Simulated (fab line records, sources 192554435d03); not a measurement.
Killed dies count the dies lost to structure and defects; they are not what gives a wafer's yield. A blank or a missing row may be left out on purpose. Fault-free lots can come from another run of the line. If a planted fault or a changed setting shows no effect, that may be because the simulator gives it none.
3 desks looking at one fault / flow n5-finfet / only its own numbers are on each desk; what lay behind them is given at the end

== FROM THE METROLOGY DESK ==
Means of the sampled wafers that have a number, per lot and without regard to the tool the lot ran on: this is what the gauges read. A lot is out of limits, marked OUT, if its mean lies more than 4 standard deviations from the usual mean; the brackets give that distance.
Columns: A = cd-nm at N5_PASSIVATION_CD_MEAS_10, usual 2999.4 nm
lot=L114; first seen here=day 12 07:58; A=2999.3
lot=L115; first seen here=day 12 13:35; A=2999.6
lot=L117; first seen here=day 14 00:23; A=2997.9
lot=L118; first seen here=day 14 00:34; A=3000.3
lot=L120; first seen here=day 14 04:07; A=3017.4 (+8.6) OUT
lot=L119; first seen here=day 14 07:05; A=3017.5 (+8.6) OUT
lot=L134; first seen here=day 17 08:25; A=2999.6
lot=L133; first seen here=day 17 18:37; A=2998.8
lot=L135; first seen here=day 17 18:40; A=2999.5
lot=L136; first seen here=day 18 10:22; A=3001.0
This desk's finding: out of limits on L119, L120; first on L120, day 14 04:07 (cd-nm at N5_PASSIVATION_CD_MEAS_10). Within limits: L114, L115, L117, L118, L134, L133, L135, L136.

== AT THE TOOL OWNER'S DESK: krf-scanner-01 ==
The tool's own readings at N5_PASSIVATION_EXPOSE_07 (exposes mask TV, defocus 0 nm, target cd 3000 nm): means of the sampled wafers that have a number, for each lot that ran on this tool. A lot is out of limits, marked OUT, if its mean lies more than 4 standard deviations from the usual mean; the brackets give that distance.
Columns: A = exposure-dose-mJ-cm2 at N5_PASSIVATION_EXPOSE_07, usual 22.746; B = focus-offset-nm at N5_PASSIVATION_EXPOSE_07, usual -0.2 nm; C = reticle-temp-C at N5_PASSIVATION_EXPOSE_07, usual 23.05 C
lot=L117; first seen here=day 14 00:13; A=22.742; B=0.0; C=22.92
lot=L118; first seen here=day 14 00:24; A=22.749; B=-0.6; C=23.11
lot=L120; first seen here=day 14 03:56; A=22.743; B=-0.2; C=23.06
lot=L119; first seen here=day 14 06:55; A=22.746; B=-0.0; C=23.07
lot=L134; first seen here=day 17 08:15; A=22.741; B=-0.5; C=22.95
lot=L133; first seen here=day 17 18:27; A=22.736; B=-0.1; C=23.00
lot=L135; first seen here=day 17 18:29; A=22.761; B=0.5; C=23.08
This desk found nothing out of limits on any of the 7 lots.

== THE DEFECT DESK ==
Counts from the inspections along the route, per lot, as means over the sampled wafers that have a number. A lot is out of limits, marked OUT, if its mean lies more than 4 standard deviations from the usual mean; the brackets give that distance.
Columns: A = raw-defect-count at N5_PASSIVATION_INSPECT_61, usual 2.0
lot=L114; first seen here=day 12 08:01; A=3.0
lot=L115; first seen here=day 12 13:39; A=3.0
lot=L117; first seen here=day 14 00:26; A=1.0
lot=L118; first seen here=day 14 00:38; A=1.7
lot=L120; first seen here=day 14 04:10; A=4.0
lot=L119; first seen here=day 14 07:08; A=1.7
lot=L134; first seen here=day 17 08:28; A=1.3
lot=L133; first seen here=day 17 18:41; A=3.7
lot=L135; first seen here=day 17 18:43; A=1.3
lot=L136; first seen here=day 18 10:25; A=1.0
This desk found nothing out of limits on any of the 10 lots.

== PUT TOGETHER ==
Metrology desk: alarm possible at day 14 04:07 on L119, L120.
Nothing out of limits was seen by the tool owner's desk.
Nothing out of limits was seen by the defect desk.
On record at the tool owner's desk: L119, L120, within its limits.
The defect desk has L119, L120 on record, within its limits.
N5_PASSIVATION_EXPOSE_07 was run on krf-scanner-01 by each of the lots named.

== WHAT THE SIMULATOR HAD PUT IN ==
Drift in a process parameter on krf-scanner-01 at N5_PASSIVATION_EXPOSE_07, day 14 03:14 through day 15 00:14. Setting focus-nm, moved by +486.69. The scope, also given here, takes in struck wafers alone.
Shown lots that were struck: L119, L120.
Time in hours between the start of the fault and the first out-of-limits reading at each desk: metrology desk, 1.
